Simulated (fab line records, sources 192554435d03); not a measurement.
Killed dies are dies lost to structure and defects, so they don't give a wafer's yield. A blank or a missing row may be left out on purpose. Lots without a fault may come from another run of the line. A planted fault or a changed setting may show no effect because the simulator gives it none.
fab line records | flow n5_finfet
record lots=5 wafers=15 last_day=17
route steps=1938 shown BEOL_M4@1099 BEOL_M5@1112 BEOL_M14@1751 PASSIVATION@1936
lots that met no fault: from a run of the same line without faults
start_h: hours from the record's first day to the start of the lot's first wafer shown | wait_h: hours since the lot's step before | " the same as in the row above | L1.1+2: a row that stands for several wafers | - no value, or no start given | * or withheld: withheld | < > ~ a bound
route shown NAME@n: a module of which the file shows steps, and the number in the route of the first | usual: mean/standard deviation of fault-free wafers | same: alike in all rows | chamber/n: place in a boat | sites: the reading at each site | _std_site: their standard deviation | _edge_site: outer sites' mean less inner sites' | radius_mm: how far each site lies from the wafer's centre | mask NAME#n: copy n | behind: the tool/chamber that last shaped the wafer | hold: why the lot was held/for how many hours/how that ended | device: the transistor (n, p or np) that didn't switch | end of line: the same wafers' tests at the end of the route | a step without rows: its recipe alone | killed: dies lost to structure and defects at the first sort, not the wafer's yield | map: a wafer's dies, x killed, . not, _ none there
set.NAME: the setting as run; set.NAME@STEP: as run at that earlier step | model.NAME: the simulator's own value behind a step, which no gauge read
lots at some steps of the route; a table a step, a row a wafer
services: from which hour (start_h, from the record's first day; less than 0 if before it) a tool's chamber was out of use, for how many hours, and why
## steps
# step N5_BEOL_M4_ANNEAL_95
# recipe temp_c=400 time_s=240 ambient=vacuum
# step N5_BEOL_M4_SPUTTER_96
# recipe material=Cu target_thk_a=45 temp_c=-20 chamber_pressure_pa=0.07 power_w=withheld time_s=8.29
# step N5_BEOL_M4_ECD_50
# recipe material=Cu target_thk_a=3000
# step N5_BEOL_M4_ANNEAL_51
# recipe temp_c=225 time_s=90 ambient=N2
# step N5_BEOL_M4_CMP_52
# recipe stop_on=SiOC t_overpolish_s=6.8 down_force_psi=1 platen_rpm=50 clearing_platen_down_force_psi=1.5 clearing_platen_rpm=50 post_cmp_clean=cu_alkaline target_thk_nm=40 clearing_platen_pad_velocity_m_s=0.99484 pad_velocity_m_s=0.99484
# step N5_BEOL_M4_PRE_CLEAN_60
# recipe gas=NH3/H2 time_s=15 temp_c=* rf_power_w=300
# step N5_BEOL_M4_CO_CAP_55
# recipe material=Co target_thk_a=20 temp_c=200 precursor=CCTBA/H2 pressure_torr=30 time_s=102.1
# step N5_BEOL_M4_PRE_CLEAN_56
# recipe gas=NH3 time_s=15 temp_c=withheld rf_power_w=300
# step N5_BEOL_M4_DEP_57
# recipe material=SiCN target_thk_a=80 temp_c=withheld precursor=3MS/NH3 pressure_torr=3 rf_w=202 time_s=14
# step N5_BEOL_M4_RC_MEAS_101
# usual DIBL_N=36.1/1.3 DIBL_P=36.3/1.4 IOFF_N=0.162/0.024 IOFF_P=0.22/0.033 ION_N=674/9.9 ION_P=464/7.6 SS_N=71.6/0.53 SS_P=73.4/0.55 VT_N=249.4/2.9 VT_P=-249/3.3
# columns lot.wafer tool chamber start_h wait_h DIBL_N[mV/V] DIBL_P[mV/V] IOFF_N[nA/um] IOFF_P[nA/um] ION_N[uA/um] ION_P[uA/um] SS_N[mV/dec] SS_P[mV/dec] VT_N[mV] VT_P[mV]
L179.1 prober-01 0 217.99 1.0 36.2 35.5 0.165 0.22 682 469 71.8 73.3 248.7 -251
L179.5 " 0 " " 35.1 34.5 0.146 0.22 672 464 70.5 73.6 247.9 -251
L179.6 " 0 " " 34.0 31.8 0.119 0.17 653 458 70.7 73.1 251.6 -254
L181.2 prober-02 0 220.15 0.2 34.4 35.1 0.156 0.19 683 461 70.5 73.3 249.4 -253
L181.3 " 0 " " 34.1 35.2 0.156 0.19 675 458 71.0 72.9 247.8 -252
L181.4 " 0 " " 34.4 35.0 0.154 0.18 673 457 71.1 73.1 248.1 -252
L182.1 prober-02 0 225.16 0.0 38.0 38.8 0.212 0.28 686 470 72.5 73.8 246.4 -245
L182.5 " 0 " " 37.4 37.9 0.196 0.27 687 466 72.3 74.5 248.2 -245
L182.6 " 0 " " 37.0 37.2 0.188 0.24 684 471 71.9 73.6 248.3 -248
L190.2 prober-01 0 278.33 0.2 36.6 37.5 0.183 0.21 677 454 72.0 73.8 247.0 -250
L190.4 " 0 " " 35.4 35.7 0.156 0.19 670 456 71.4 73.2 250.5 -251
L190.5 " 0 " " 35.5 35.4 0.155 0.18 664 449 71.4 72.7 250.4 -253
L193.1 prober-01 0 294.06 0.0 34.5 36.8 0.139 0.20 674 463 71.7 72.4 254.1 -250
L193.3 " 0 " " 33.8 36.0 0.131 0.19 672 463 70.7 73.4 253.7 -250
L193.5 " 0 " " 32.2 34.3 0.111 0.16 664 457 70.4 73.0 257.3 -253
# step N5_BEOL_M5_ILD_DEP_00
# recipe material=SiCOH_lowk target_thk_a=1406.4 temp_c=300 precursor=DEMS/porogen pressure_torr=5 rf_w=500 time_s=25.9
# step N5_BEOL_M5_CURE_79
# recipe temp_c=385 time_s=240 ambient=He/Ar material=SiCOH_lowk
# step N5_BEOL_M5_PECVD_70
# recipe material=SiO2 target_thk_a=160 temp_c=400 precursor=TEOS/O2 pressure_torr=5.5 rf_w=450 teos_flow_sccm=53.8 gas=O2 flow_sccm=3000 time_s=18
# step N5_BEOL_M5_HM_DEP_02
# recipe material=TiN target_thk_a=200 temp_c=25 chamber_pressure_pa=0.49996
# step N5_BEOL_M5_COAT_59
# recipe resist=SOC temp_c=250 time_s=60 spin_rpm=1500 resist_thk_nm=60
# step N5_BEOL_M5_COAT_60
# recipe resist=SiARC temp_c=220 time_s=60 spin_rpm=1500 resist_thk_nm=12
# step N5_BEOL_M5_COAT_71
# recipe resist=underlayer temp_c=205 time_s=60 spin_rpm=1500 resist_thk_nm=5
# step N5_BEOL_M5_COAT_05
# recipe resist=CAR-EUV spin_rpm=1500 resist_thk_nm=30
# step N5_BEOL_M5_EBR_07
# recipe solvent=PGMEA ebr_width_mm=1.5
# step N5_BEOL_M5_SOFTBAKE_06
# recipe temp_c=110 time_s=60 resist=CAR-EUV
# step N5_BEOL_M5_EXPOSE_08
# recipe mask_id=M5 na=0.33 source_shape=annular sigma_inner=0.4 sigma_outer=0.8 polarization=unpolarized target_cd_nm=28 dose_mj=35.75
# step N5_BEOL_M5_PEB_09
# recipe peb_temp_c=100 peb_time_s=60 resist=CAR-EUV
# step N5_BEOL_M5_DEVELOP_10
# recipe develop_time_s=30 developer=TMAH resist=CAR-EUV rinse_liquid=surfactant_rinse dry=air_spin dev_temp_c=23
# step N5_BEOL_M5_DESCUM_16
# recipe chemistry=O2 time_s=7 source_power_w=50 bias_power_w=20 pressure_mtorr=20 rf_frequency_hz=2.712e+07 temp_c=40 resist=CAR-EUV o2_flow_sccm=225
# step N5_BEOL_M5_ETCH_72
# recipe chemistry=N2/H2 target=underlayer target_depth_a=65 mask_material=CAR-EUV time_s=5.2 ion_energy_ev=200 pressure_mtorr=30 source_w=840 bias_w=150 n2_flow_sccm=200 h2_flow_sccm=200 ends=cleared
# step N5_BEOL_M5_ETCH_61
# recipe chemistry=CF4 target=SiARC target_depth_a=156 mask_material=CAR-EUV time_s=26 ion_energy_ev=80 pressure_mtorr=40 source_w=545 bias_w=36 Ar_flow_sccm=100 cf4_flow_sccm=100 ends=cleared
# step N5_BEOL_M5_ETCH_62
# recipe chemistry=N2/H2 target=SOC target_depth_a=750 overetch_a=150 mask_material=SiARC temp_c=40 time_s=112.5 ion_energy_ev=200 pressure_mtorr=30 source_w=840 bias_w=150 n2_flow_sccm=200 h2_flow_sccm=200
# step N5_BEOL_M5_STRIP_63
# recipe chemistry=N2/H2 temp_c=40 n2_flow_sccm=200 h2_flow_sccm=200 rf_frequency_hz=6e+07
# step N5_BEOL_M5_STRIP_73
# recipe chemistry=N2/H2 temp_c=40 n2_flow_sccm=200 h2_flow_sccm=200 rf_frequency_hz=6e+07
# step N5_BEOL_M5_STRIP_64
# recipe chemistry=CF4 resist=SiARC power_w=300 bias_power_w=75 pressure_mtorr=50 cf4_flow_sccm=150 rf_frequency_hz=6e+07
# step N5_BEOL_M5_HM_OPEN_17
# recipe chemistry=Cl2/BCl3 target_depth_a=200 overetch_a=60 target=TiN mask_material=SOC ion_energy_ev=150 pressure_mtorr=10 icp_w=1000 bias_w=126 Cl2_flow_sccm=53.25 bcl3_flow_sccm=21.75 Ar_flow_sccm=25
# step N5_BEOL_M5_STRIP_19
# recipe chemistry=O2 power_w=400 temp_c=40 pressure_mtorr=30 rf_frequency_hz=6e+07 bias_power_w=0 overash_fraction=0.2 o2_flow_sccm=225
# step N5_BEOL_M5_COAT_65
# recipe resist=SOC temp_c=250 time_s=60 spin_rpm=1500 resist_thk_nm=60
# step N5_BEOL_M5_COAT_66
# recipe resist=SiARC temp_c=220 time_s=60 spin_rpm=1500 resist_thk_nm=12
# step N5_BEOL_M14_ETCH_68
# recipe chemistry=N2/H2 target=SOC mask_material=SiARC source_w=3000 bias_w=350 temp_c=40 time_s=450 ion_energy_ev=200 pressure_mtorr=30 n2_flow_sccm=200 h2_flow_sccm=200
# usual bias_w=350.0/1 chamber_pressure_mTorr=30.000/0.025 drypump_motor_current_A=5.8/0.38 oes_product_au=0.82/0.073 rf_vpp_V=523.9/2.7 showerhead_plenum_p_Torr=2.54/0.095 throttle_valve_pct=17.77/0.19 time_s=450/0
# columns lot.wafer tool chamber start_h wait_h bias_w chamber_pressure_mTorr drypump_motor_current_A oes_product_au rf_hours_counter_h rf_vpp_V showerhead_plenum_p_Torr throttle_valve_pct time_s model.coat_of_BEOL_M14_COAT_22.thk_nm model.SiARC_of_BEOL_M14_COAT_66.thk_nm
L181.2 rie_diel-02 3 289.11 0.1 - - - - - - - - - 212 110
L181.3 " 2 " " - - - - - - - - - 212.2 110.2
L181.4 " 1 " " - - - - - - - - - 211.4 110.2
L179.1 rie_diel-06 1 294.47 0.1 - - - - - - - - - 212 110.2
L179.5 " 0 " " - - - - - - - - - 212 110
L179.6 " 3 " " - - - - - - - - - 212.6 110
L182.1 rie_diel-06 3 296.22 0.1 - - - - - - - - - 212.4 110.2
L182.5 " 0 " " - - - - - - - - - 213.6 110.2
L182.6 " 1 " " - - - - - - - - - 212.2 110.2
L190.2 rie_diel-02 1 364.69 0.1 349.7 30.016 5.6 0.84 75 521.5 2.48 17.64 450 0 65
L190.4 " 0 " " 350.3 30.017 6.1 0.83 78 520.5 2.48 17.79 450 0 64.8
L190.5 " 1 " " 350.4 30.025 5.6 0.84 - 521.2 2.48 17.62 450 0 64.6
L193.1 rie_diel-02 2 382.15 0.1 352.4 30.023 5.7 0.70 205 521.9 2.42 18.07 450 0 65.4
L193.3 " 3 " " 350.9 29.964 6.6 0.72 170 525.8 2.64 17.69 450 0 65.4
L193.5 " 0 " " 349.5 29.974 6.2 0.82 - 523.5 2.47 17.80 450 0 64.8
# step N5_PASSIVATION_PROBE_49
# usual defect_limited_yield=91.1/1.5 killed_at_M0_to_M3=36/11 killed_at_M4_up=13/5 killed_at_contacts=13/5 killed_at_front_end=40/12 killed_at_other=3.3/2.3 killed_dies=106/17 killed_on_rim=13/3.7 killed_open=70/13 killed_short=34/7.6 sort_bin_5_function=5.3/0.96 sort_bin_6_memory=3.3/0.66 sort_n_pass=1074/17 sort_yield_pct=91.1/1.5
# same gross_dies=1180 killed_at_back_side=0 sort_bin_4_leakage[%]=0 sort_bin_8_speed[%]=0
# columns lot.wafer tool chamber start_h wait_h defect_limited_yield[%] killed_at_M0_to_M3 killed_at_M4_up killed_at_contacts killed_at_front_end killed_at_other killed_dies killed_on_rim killed_open killed_short sort_bin_5_function[%] sort_bin_6_memory[%] sort_n_pass sort_yield_pct[%]
L181.2 prober-01 - 312.25 0.1 0 42 1073 27 31 7 1180 152 76 48 95.8 3.6 0 0
L181.3 prober-01 - 312.30 0.1 0 49 1071 25 34 1 1180 152 96 36 95.0 4.7 0 0
L181.4 prober-01 - 312.35 0.2 0 51 1058 15 55 1 1180 152 85 44 95.3 4.6 0 0
L182.1 prober-01 - 320.57 0.0 0 47 1082 10 39 2 1180 152 78 34 96.4 3.4 0 0
L182.5 prober-01 - 320.77 0.2 0 37 1082 13 43 5 1180 152 71 36 96.1 3.6 0 0
L182.6 prober-01 - 320.82 0.3 0 44 1075 14 40 7 1180 152 82 45 95.9 3.8 0 0
L179.1 prober-02 - 321.50 0.0 0 34 1100 20 26 0 1180 152 75 25 95.9 4.0 0 0
L179.5 prober-02 - 321.70 0.2 0 29 1110 16 25 0 1180 152 56 23 96.9 3.0 0 0
L179.6 prober-02 - 321.75 0.3 0 56 1068 13 39 4 1180 152 88 39 95.4 4.4 0 0
# killed by level:class
L181.2 BEOL_M14:area_etch=1056 MOL_CONTACT_COAG:geometric_particle:open=23 FIN_SAQP:geometric_particle:short=12 BEOL_M0_SAQP:geometric_particle:open=10 BEOL_M0_SAQP:geometric_particle:short=10 BEOL_M1:geometric_particle:open=7 BEOL_M3:geometric_particle:open=7 BEOL_M2:geometric_particle:open=5
L181.3 BEOL_M14:area_etch=1045 MOL_CONTACT_COAG:geometric_particle:open=20 BEOL_M0_SAQP:geometric_particle:open=15 BEOL_M4:geometric_particle:open=12 BEOL_M0_SAQP:geometric_particle:short=9 FIN_SAQP:geometric_particle:open=8 BEOL_M1:geometric_particle:open=6 MOL_CONTACT_COAG:geometric_particle:short=5
L181.4 BEOL_M14:area_etch=1050 MOL_CONTACT_COAG:geometric_particle:open=13 BEOL_M3:geometric_particle:open=11 BEOL_M0_SAQP:geometric_particle:short=10 FIN_SAQP:geometric_particle:short=9 FIN_SAQP:geometric_particle:open=8 STI_FIN_REVEAL:geometric_particle:open=7 BEOL_M0_SAQP:geometric_particle:open=7
L182.1 BEOL_M14:area_etch=1067 BEOL_M2:geometric_particle:open=19 BEOL_M0_SAQP:geometric_particle:open=12 STI_FIN_REVEAL:geometric_particle:open=10 BEOL_M0_SAQP:geometric_particle:short=9 MOL_CONTACT_COAG:geometric_particle:open=7 FIN_SAQP:geometric_particle:open=6 BEOL_M4:geometric_particle:open=6
L182.5 BEOL_M14:area_etch=1071 BEOL_M2:geometric_particle:open=13 MOL_CONTACT_COAG:geometric_particle:open=10 STI_FIN_REVEAL:geometric_particle:open=9 FIN_SAQP:geometric_particle:short=9 BEOL_M0_SAQP:geometric_particle:open=9 BEOL_M0_SAQP:geometric_particle:short=7 STARTING-WAFER:geometric_particle:open=6
L182.6 BEOL_M14:area_etch=1053 BEOL_M3:geometric_particle:open=14 BEOL_M0_SAQP:geometric_particle:open=10 FIN_SAQP:geometric_particle:short=9 MOL_CONTACT_COAG:geometric_particle:open=9 GATE_CUT:geometric_particle:short=8 BEOL_M2:geometric_particle:open=7 STI_FIN_REVEAL:geometric_particle:open=6
L179.1 BEOL_M14:area_etch=1080 MOL_CONTACT_COAG:geometric_particle:open=18 BEOL_M4:geometric_particle:open=15 BEOL_M1:geometric_particle:open=12 STI_FIN_REVEAL:geometric_particle:open=8 BEOL_M3:geometric_particle:open=6 BEOL_M0_SAQP:geometric_particle:open=4 BEOL_M0:geometric_particle:open=4
L179.5 BEOL_M14:area_etch=1100 BEOL_M1:geometric_particle:open=12 MOL_CONTACT_COAG:geometric_particle:open=11 BEOL_M1:geometric_particle:short=6 DUMMY_GATE:geometric_particle:open=5 MOL_CONTACT_COAG:geometric_particle:short=5 BEOL_M3:geometric_particle:open=5 STI_FIN_REVEAL:geometric_particle:open=4
L179.6 BEOL_M14:area_etch=1053 BEOL_M1:geometric_particle:open=17 STI_FIN_REVEAL:geometric_particle:open=16 BEOL_M0_SAQP:geometric_particle:short=14 MOL_CONTACT_COAG:geometric_particle:open=11 BEOL_M0_SAQP:geometric_particle:open=9 BEOL_M4:geometric_particle:open=8 BEOL_M1:geometric_particle:short=7
# map L179.1 (x killed, . not)
_________________xxxxxxxxxxxx________________
______________xxxxxxxxxxxxxxxxxx_____________
___________xxxxxxxxxxxxxxxxxxxxxxxx__________
__________xxxxxxxxxxxxxxxxxxxxxxxxxx_________
________xxxxxxxxxxxxxxxxxxxxxxxxxxxxxx_______
_______xxxxxxxxxxxxxxxxxxxxxxxxxxxxxxxx______
______xxxxxxxxxxxxxxxxxxxxxxxxxxxxxxxxxx_____
_____xxxxxxxxxxxxxxxxxxxxxxxxxxxxxxxxxxxx____
____xxxxxxxxxxxxxxxxxxxxxxxxxxxxxxxxxxxxxx___
___xxxxxxxxxxxxxxxxxxxxxxxxxxxxxxxxxxxxxxxx__
___xxxxxxxxxxxxxxxxxxxxxxxxxxxxxxxxxxxxxxxx__
__xxxxxxxxxxxxxxxxxxxxxxxxxxxxxxxxxxxxxxxxxx_
__xxxxxxxxxxxxxxxxxxxxxxxxxxxxxxxxxxxxxxxxxx_
_xxxxxxxxxxxxxxxxxxxxxxxxxxxxxxxxxxxxxxxxxxxx
_xxxxxxxxxxxxxxxxxxxxxxxxxxxxxxxxxxxxxxxxxxxx
_xxxxxxxxxxxxxxxxxxxxxxxxxxxxxxxxxxxxxxxxxxxx
_xxxxxxxxxxxxxxxxxxxxxxxxxxxxxxxxxxxxxxxxxxxx
_xxxxxxxxxxxxxxxxxxxxxxxxxxxxxxxxxxxxxxxxxxxx
_xxxxxxxxxxxxxxxxxxxxxxxxxxxxxxxxxxxxxxxxxxxx
_xxxxxxxxxxxxxxxxxxxxxxxxxxxxxxxxxxxxxxxxxxxx
_xxxxxxxxxxxxxxxxxxxxxxxxxxxxxxxxxxxxxxxxxxxx
__xxxxxxxxxxxxxxxxxxxxxxxxxxxxxxxxxxxxxxxxxx_
__xxxxxxxxxxxxxxxxxxxxxxxxxxxxxxxxxxxxxxxxxx_
___xxxxxxxxxxxxxxxxxxxxxxxxxxxxxxxxxxxxxxxx__
___xxxxxxxxxxxxxxxxxxxxxxxxxxxxxxxxxxxxxxxx__
____xxxxxxxxxxxxxxxxxxxxxxxxxxxxxxxxxxxxxx___
_____xxxxxxxxxxxxxxxxxxxxxxxxxxxxxxxxxxxx____
______xxxxxxxxxxxxxxxxxxxxxxxxxxxxxxxxxx_____
_______xxxxxxxxxxxxxxxxxxxxxxxxxxxxxxxx______
________xxxxxxxxxxxxxxxxxxxxxxxxxxxxxx_______
__________xxxxxxxxxxxxxxxxxxxxxxxxxx_________
___________xxxxxxxxxxxxxxxxxxxxxxxx__________
______________xxxxxxxxxxxxxxxxxx_____________
_________________xxxxxxxxxxxx________________
# map L181.2 (x killed, . not)
_________________xxxxxxxxxxxx________________
______________xxxxxxxxxxxxxxxxxx_____________
___________xxxxxxxxxxxxxxxxxxxxxxxx__________
__________xxxxxxxxxxxxxxxxxxxxxxxxxx_________
________xxxxxxxxxxxxxxxxxxxxxxxxxxxxxx_______
_______xxxxxxxxxxxxxxxxxxxxxxxxxxxxxxxx______
______xxxxxxxxxxxxxxxxxxxxxxxxxxxxxxxxxx_____
_____xxxxxxxxxxxxxxxxxxxxxxxxxxxxxxxxxxxx____
____xxxxxxxxxxxxxxxxxxxxxxxxxxxxxxxxxxxxxx___
___xxxxxxxxxxxxxxxxxxxxxxxxxxxxxxxxxxxxxxxx__
___xxxxxxxxxxxxxxxxxxxxxxxxxxxxxxxxxxxxxxxx__
__xxxxxxxxxxxxxxxxxxxxxxxxxxxxxxxxxxxxxxxxxx_
__xxxxxxxxxxxxxxxxxxxxxxxxxxxxxxxxxxxxxxxxxx_
_xxxxxxxxxxxxxxxxxxxxxxxxxxxxxxxxxxxxxxxxxxxx
_xxxxxxxxxxxxxxxxxxxxxxxxxxxxxxxxxxxxxxxxxxxx
_xxxxxxxxxxxxxxxxxxxxxxxxxxxxxxxxxxxxxxxxxxxx
_xxxxxxxxxxxxxxxxxxxxxxxxxxxxxxxxxxxxxxxxxxxx
_xxxxxxxxxxxxxxxxxxxxxxxxxxxxxxxxxxxxxxxxxxxx
_xxxxxxxxxxxxxxxxxxxxxxxxxxxxxxxxxxxxxxxxxxxx
_xxxxxxxxxxxxxxxxxxxxxxxxxxxxxxxxxxxxxxxxxxxx
_xxxxxxxxxxxxxxxxxxxxxxxxxxxxxxxxxxxxxxxxxxxx
__xxxxxxxxxxxxxxxxxxxxxxxxxxxxxxxxxxxxxxxxxx_
__xxxxxxxxxxxxxxxxxxxxxxxxxxxxxxxxxxxxxxxxxx_
___xxxxxxxxxxxxxxxxxxxxxxxxxxxxxxxxxxxxxxxx__
___xxxxxxxxxxxxxxxxxxxxxxxxxxxxxxxxxxxxxxxx__
____xxxxxxxxxxxxxxxxxxxxxxxxxxxxxxxxxxxxxx___
_____xxxxxxxxxxxxxxxxxxxxxxxxxxxxxxxxxxxx____
______xxxxxxxxxxxxxxxxxxxxxxxxxxxxxxxxxx_____
_______xxxxxxxxxxxxxxxxxxxxxxxxxxxxxxxx______
________xxxxxxxxxxxxxxxxxxxxxxxxxxxxxx_______
__________xxxxxxxxxxxxxxxxxxxxxxxxxx_________
___________xxxxxxxxxxxxxxxxxxxxxxxx__________
______________xxxxxxxxxxxxxxxxxx_____________
_________________xxxxxxxxxxxx________________
## services
# columns tool chamber start_h hours kind
rie_diel-06 - 265.39 0.7 repair
rie_diel-06 - 270.83 0.2 repair
rie_diel-02 0 279.12 2.5 repair
rie_diel-06 2 288.40 8.9 repair
rie_diel-06 1 304.37 12.7 repair
rie_diel-02 2 312.47 4.1 repair
rie_diel-06 1 329.10 - clean
rie_diel-06 1 329.10 - consumable_replace:focus_ring
rie_diel-06 1 329.10 14.7 scheduled_down
rie_diel-06 1 329.10 14.7 vent_cycle
## key
first_sign step=N5_BEOL_M14_ETCH_68 reading=tool_record direction=missing
effect step=N5_PASSIVATION_PROBE_49 reading=killed_at_M4_up direction=up sigmas=99+ usual=13 struck=1080
model_effect step=N5_BEOL_M14_ETCH_68 value=coat_of_BEOL_M14_COAT_22.thk_nm without=0 struck=212.3
more_kills_born_at N5_BEOL_M14_ETCH_68@rie_diel-06=6424 N5_BEOL_M14_ETCH_68@rie_diel-02=3151
met_at N5_BEOL_M14_ETCH_68
struck_wafers L179.1,L179.5,L179.6,L181.2,L181.3,L181.4,L182.1,L182.5,L182.6
later_rows_left_out L179.1,L179.5,L179.6,L181.2,L181.3,L181.4,L182.1,L182.5,L182.6
fault kind=skipped_step_whole tool=rie_diel-02,rie_diel-06 chamber=- onset_h=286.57 steps=N5_BEOL_M14_ETCH_68 scope=struck_lots_only
# later_rows_left_out: the simulator's readings of these wafers behind a module that went badly wrong aren't trusted and aren't shown, but for the sort
